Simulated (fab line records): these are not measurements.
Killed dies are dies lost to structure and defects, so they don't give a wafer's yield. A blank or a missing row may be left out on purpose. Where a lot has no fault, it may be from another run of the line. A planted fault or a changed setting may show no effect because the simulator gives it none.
Which tool did it? | flow nand_harc | 7 lots with 21 wafers sampled at 4 steps, on a route of 1159 steps

WHAT THE GAUGES SHOWED, per wafer
NHARC_END_SORT_01.
lot  | measured     | on        | killed_at_array
L750 | day 24 11:31 | prober-02 | 81 88 89
L753 | day 24 20:14 | prober-01 | 96 88 101

WHAT TOOL EACH LOT RAN ON (gives the tool, then ch and the chambers of the sampled wafers, and finally the start)
lot  | NHARC_A_ONON_D1_DEP_16           | NHARC_THIN_TSV_STRIP_45              | NHARC_THIN_TSV_ANNEAL_52
L733 | pecvd_onon-02 ch 0, day 8 19:43  | plasma_asher-02 ch 0,1, day 20 00:02 | rtp_anneal-02 ch 0, day 20 03:02
L738 | pecvd_onon-02 ch 0, day 9 11:36  | plasma_asher-01 ch 0,1, day 21 01:47 | rtp_anneal-01 ch 0, day 21 04:42
L742 | pecvd_onon-01 ch 0, day 11 01:13 | plasma_asher-01 ch 0,1, day 21 08:51 | rtp_anneal-01 ch 0, day 21 11:47
L745 | pecvd_onon-01 ch 0, day 11 01:44 | plasma_asher-02 ch 0,1, day 21 16:05 | rtp_anneal-02 ch 0, day 21 19:08
L747 | pecvd_onon-02 ch 0, day 11 14:50 | plasma_asher-01 ch 0,1, day 22 19:29 | rtp_anneal-01 ch 0, day 22 22:31
L750 | pecvd_onon-02 ch 0, day 12 10:10 | plasma_asher-01 ch 0,1, day 23 10:14 | rtp_anneal-02 ch 0, day 23 13:30
L753 | pecvd_onon-02 ch 0, day 13 03:26 | plasma_asher-02 ch 0,1, day 23 22:49 | rtp_anneal-01 ch 0, day 24 01:55
- NHARC_A_ONON_D1_DEP_16: target thk 1000 nm.
- NHARC_THIN_TSV_STRIP_45: strips in O2.
- NHARC_THIN_TSV_ANNEAL_52: time 90 s.

THE ANSWER, worked out from the rows above alone
Rule: what is usual is taken from the lots themselves. Put in order of their means at a reading, lots are off if they are a third of the lots or fewer, leave a main group of 4 or more, and stand apart from it by a gap of 3 or more times the standard deviation of the main group's means; of several such gaps the widest counts. A main group is skipped when, at the precision printed for the reading in the tables above, its means are all equal. Also off: a lot with no number at a reading for which 4 or more lots have one. All remaining lots with rows at the step are treated as sound.
Nothing can be told from this: no lot is off at any reading shown.

WHAT THE SIMULATOR PUT IN
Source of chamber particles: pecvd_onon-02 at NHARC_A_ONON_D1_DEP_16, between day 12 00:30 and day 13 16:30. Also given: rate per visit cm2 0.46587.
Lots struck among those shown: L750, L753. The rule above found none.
